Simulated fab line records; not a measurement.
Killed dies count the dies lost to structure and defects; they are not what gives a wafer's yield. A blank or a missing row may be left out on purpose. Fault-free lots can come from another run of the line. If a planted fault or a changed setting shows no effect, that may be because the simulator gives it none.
Struck lot and sound lot, side by side ; flow nand_harc ; 16 out of 1302 route steps
Sound: the wafers L588.1, L588.2, L588.3. The struck wafers were L595.2, L595.4, L595.5. Last of all comes the cause.
For every step that has rows: the tool of each side, followed by ch and its chambers, followed by its first start. Under that, the readings that differ: sound wafers ; struck wafers ; difference of the means ; sigmas: that difference in standard deviations of wafers without a fault.
alike: a reading whose means differ by less than 2 such deviations, as well as words and numbers matching on both sides. not compared: withheld readings; readings where some wafer has no value; bounds like >300 that might hide an equal value; numbers whose values overlap and for which the record gives no deviation.
The two part at a step that has a row with sigmas, a row that says differs or no value, or rows on one side only. Numbers that have no deviation but don't overlap get no sigmas and don't part them. A reading missing from all wafers of one side parts the sides only when that side holds two or more wafers.

NHARC_A_ONON_D2_THK_MEAS_05: measures by ellipsometry.
  sound on film_metro-02, day 13 05:54; struck on film_metro-02, day 15 11:46
  alike: thk_nm
after that, 1 step with no rows for these wafers: NHARC_A_ONON_D2_DEP_06 (target thk 1000 nm).
NHARC_A_ONON_D2_THK_MEAS_08: measures by ellipsometry.
  sound on film_metro-02, day 13 06:28; struck on film_metro-01, day 15 12:20
  alike: thk_nm
after that, 1 step with no rows for these wafers: NHARC_A_ONON_D2_DEP_09 (target thk 1000 nm).
NHARC_A_ONON_D2_THK_MEAS_11: measures by ellipsometry.
  sound on film_metro-01, day 13 07:02; struck on film_metro-01, day 15 12:55
  alike: thk_nm
after that, 1 step with no rows for these wafers: NHARC_A_ONON_D2_DEP_12 (target thk 1000 nm).
NHARC_A_ONON_D2_THK_MEAS_14: measures by ellipsometry.
  sound on film_metro-01, day 13 07:35; struck on film_metro-02, day 15 13:29
  alike: thk_nm
then, 2 steps without rows for these wafers: NHARC_A_ONON_D2_ANNEAL_15 (time 3600 s); NHARC_A_ONON_D2_DEP_16 (target thk 1000 nm).
NHARC_A_ONON_D2_THK_MEAS_18: measures by ellipsometry.
  sound on film_metro-01, day 13 15:41; struck on film_metro-02, day 15 20:52
  alike: thk_nm
after that, 1 step with no rows for these wafers: NHARC_A_ONON_D2_DEP_19 (target thk 1000 nm).
NHARC_A_ONON_D2_THK_MEAS_21: measures by ellipsometry.
  sound on film_metro-01, day 13 16:15; struck on film_metro-02, day 15 21:25
  alike: thk_nm
NHARC_A_ONON_D2_DEP_22: target thk 1000 nm.
  sound on pecvd_onon-03 ch 0, day 13 16:19; struck on pecvd_onon-04 ch 0, day 15 21:32
NHARC_A_ONON_D2_THK_MEAS_24: measures by ellipsometry.
  sound on film_metro-01, day 13 16:49; struck on film_metro-02, day 15 21:59
reading;sound;struck;difference;sigmas
thk_nm (nm);1019 1018 1018;1700 1700 1699;+681;+68
after that, 1 step with no rows for these wafers: NHARC_A_ONON_D2_DEP_25 (target thk 1000 nm).
-- jump in the record: it breaks off in module A_ONON_D2 and resumes in module END (first step shown: number 1302 of the route), and 11 days separate the struck wafers' starts before and after --
NHARC_END_SORT_01:
  only the struck wafers appear in the record here, on prober-01 ch 0 at day 27 09:21; the sound ones have no rows

## WHERE THEY PART
Last at NHARC_END_SORT_01 as far as this record goes, first at NHARC_A_ONON_D2_THK_MEAS_24.

WHY: whatever the simulator had introduced
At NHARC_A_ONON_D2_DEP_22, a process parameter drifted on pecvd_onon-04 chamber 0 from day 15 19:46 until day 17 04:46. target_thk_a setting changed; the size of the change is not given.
